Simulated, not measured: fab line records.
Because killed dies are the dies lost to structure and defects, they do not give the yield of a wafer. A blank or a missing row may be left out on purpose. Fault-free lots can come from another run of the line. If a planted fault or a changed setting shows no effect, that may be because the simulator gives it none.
Chamber matching ; flow n5 finfet ; 4 sister chambers for N5_BEOL_M11_ETCH_62 on rie diel-03
The step etches SOC in N2/H2, target depth 110 nm, overetch 22 nm, time 165 s. 18 wafers are shown with their chamber, then 9 later ones without.

## WAFERS WITH THEIR CHAMBER
wafer;chamber;showerhead plenum p Torr (Torr);drypump motor current A (A);rf vpp V (V)
L078.1;2;2.58;6.05;524.1
L078.2;3;2.62;5.85;524.6
L078.6;3;2.62;5.82;525.4
L079.1;2;2.57;6.05;525.0
L079.4;1;2.51;5.49;522.5
L079.5;3;2.61;5.80;526.2
L083.3;1;2.50;5.50;523.1
L083.5;1;2.50;5.45;522.4
L083.6;0;2.41;5.74;520.2
L084.2;0;2.41;5.75;518.8
L084.3;1;2.50;5.48;523.1
L084.6;0;2.41;5.72;521.7
L086.1;3;2.61;5.84;526.1
L086.2;0;2.41;5.74;521.4
L086.5;0;2.41;5.75;520.0
L091.4;1;2.50;5.47;523.0
L091.5;1;2.50;5.47;522.6
L091.6;0;2.41;5.73;521.3

SIGNATURES (means of the wafers above)
reading;chamber 0;chamber 1;chamber 2;chamber 3;scatter within a chamber
showerhead plenum p Torr;2.4100;2.5017;2.5750;2.6150;0.00408
drypump motor current A;5.7383;5.4767;6.0500;5.8275;0.0162
rf vpp V;520.567;522.783;524.550;525.575;0.786
Rule: distance of a wafer from a chamber = root of the sum over the readings of ((wafer's reading minus chamber's mean) / reading's scatter) squared. If the next closest chamber is less than 2 further off than the closest, the wafer can't be placed; otherwise it belongs to the closest. How the scatter is found: for the shown wafers, subtract from each reading the mean of its chamber, square and add these, divide the total by (wafers less chambers), then take the root.

## WAFERS WITHOUT THEIR CHAMBER
wafer;showerhead plenum p Torr (Torr);drypump motor current A (A);rf vpp V (V)
L093.3;2.56;6.05;523.9
L093.5;2.61;5.84;526.1
L093.6;2.40;5.72;519.8
L094.1;2.56;6.07;523.8
L094.3;2.40;5.76;521.2
L094.5;2.40;5.76;519.0
L095.3;2.50;5.48;523.6
L095.4;2.56;6.04;523.7
L095.5;2.56;6.04;523.9

## WHICH CHAMBER EACH ONE RAN IN
wafer;from the rows above;in truth
L093.3;2;2
L093.5;3;3
L093.6;0;0
L094.1;2;2
L094.3;0;0
L094.5;0;0
L095.3;1;1
L095.4;2;2
L095.5;2;2
Placed correctly: 9 of 9. Left unplaced by these rows: 0. Number placed wrongly: 0.
